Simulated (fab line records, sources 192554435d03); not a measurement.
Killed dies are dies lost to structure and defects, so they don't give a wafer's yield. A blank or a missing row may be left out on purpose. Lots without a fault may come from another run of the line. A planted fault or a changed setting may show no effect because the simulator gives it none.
Problem report in the 8D (eight disciplines) form, filled by code | flow n5_finfet | the parts of the form that need people (team, actions taken, sign-off) are left out

1. THE PROBLEM
raw_defect_count at N5_BEOL_M6_INSPECT_30 reads a mean of 1234 on 1 wafer of 1 lot; wafers without a fault read 421 with a standard deviation of 93. That is +8.7 standard deviations from the usual mean.
The step: inspects for defects (brightfield).
First seen on wafer L326.1, day 10 13:42, on defect_inspect-02. The record holds 27 wafers of 9 lots with a number at this step. Rule for "out", or "out of limits": more than 4 standard deviations from the usual mean. The other wafers with a number count as sound.

2. WHAT IT IS AND WHAT IT IS NOT
question                    | is                | is not
which readings at this step | raw_defect_count  | -
which lots                  | L326              | L321, L323, L324, L335, L337, L338, L341, L342
which wafers of those lots  | L326.1            | L326.3, L326.6
read on which gauges        | defect_inspect-02 | defect_inspect-01
when                        | from day 10 13:42 | up to then (11 sound wafers); but 15 sound wafers of L335, L337, L338, L341, L342 came after

3. SUSPECTS, AND WHAT RULES EACH OUT
Counting: a tool at a process step up to the reading stays a suspect if it ran every lot that is out. Sound lots after the first of them don't rule it out here, since some wafers of a struck lot are sound.
- the gauge at N5_BEOL_M6_INSPECT_30: ruled out. All the wafers that are out were read on defect_inspect-02, but those of them that N5_PASSIVATION_PROBE_49 has rows for are out there too, on other tools.
- pvd_sputter-02 at N5_BEOL_M6_HM_DEP_02 (deposits TiN, target thk 20 nm): kept. It ran the lot that is out, L326 (day 10 09:37); its last sound lot up to then is L324 (day 10 06:01).
- rie_diel-05 at N5_BEOL_M6_STRIP_19 (strips in O2): kept. It ran the lot that is out, L326 (day 10 11:30); its last sound lot up to then is L324 (day 10 06:52).
- Within rie_diel-05 at N5_BEOL_M6_STRIP_19: the wafers that are out ran in chamber 1; their sound lot-mates ran in chamber 2.
Left after counting: pvd_sputter-02 at N5_BEOL_M6_HM_DEP_02, rie_diel-05 at N5_BEOL_M6_STRIP_19.

4. THE CAUSE (what the simulator had put in)
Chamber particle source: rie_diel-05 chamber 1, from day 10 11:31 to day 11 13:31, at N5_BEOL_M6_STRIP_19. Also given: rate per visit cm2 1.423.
Counting left 2 suspects, and this tool is among them.

5. THE CHAIN OF EFFECTS, in route order
Each row: a reading whose mean over the struck wafers that have a number lies more than 3 standard deviations from the usual. Only readings for which the record gives a usual standard deviation are gone through. hours: the time from each lot's start at the first step in this table that gives one to its start at this step, as a median over the lots. sigmas: the change in usual standard deviations.
hours | step                    | reading              | usual  | on struck wafers | change | sigmas
0     | N5_BEOL_M6_INSPECT_30   | raw_defect_count     | 421    | 1234             | +813   | +8.7
82    | N5_PASSIVATION_PROBE_49 | defect_limited_yield | 91.4 % | 84.2             | -7.2   | -4.5
82    | N5_PASSIVATION_PROBE_49 | killed_at_M4_up      | 12     | 91               | +79    | +16
82    | N5_PASSIVATION_PROBE_49 | killed_dies          | 101    | 186              | +85    | +4.5
82    | N5_PASSIVATION_PROBE_49 | killed_on_rim        | 13     | 33               | +20    | +4.9
82    | N5_PASSIVATION_PROBE_49 | sort_bin_5_function  | 5.0 %  | 9.7              | +4.7   | +4.7
82    | N5_PASSIVATION_PROBE_49 | sort_n_pass          | 1079   | 994              | -85    | -4.5
82    | N5_PASSIVATION_PROBE_49 | sort_yield_pct       | 91.4 % | 84.2             | -7.2   | -4.5
The process steps in it:
- N5_PASSIVATION_PROBE_49

6. WHAT WOULD HAVE CAUGHT IT SOONER
In this record the first reading out of limits at a measuring or inspecting step was taken at day 10 13:42, 2 hours after the fault began at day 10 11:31.
Of the tool readings at N5_BEOL_M6_STRIP_19 for which the record gives a usual standard deviation, none was out on any struck wafer, so an alarm limit of 4 standard deviations on them would not have fired.
All the lots that are out (1) had begun N5_BEOL_M6_STRIP_19 on rie_diel-05 by day 10 13:42. A hold on the tool at that time would have spared none of them.
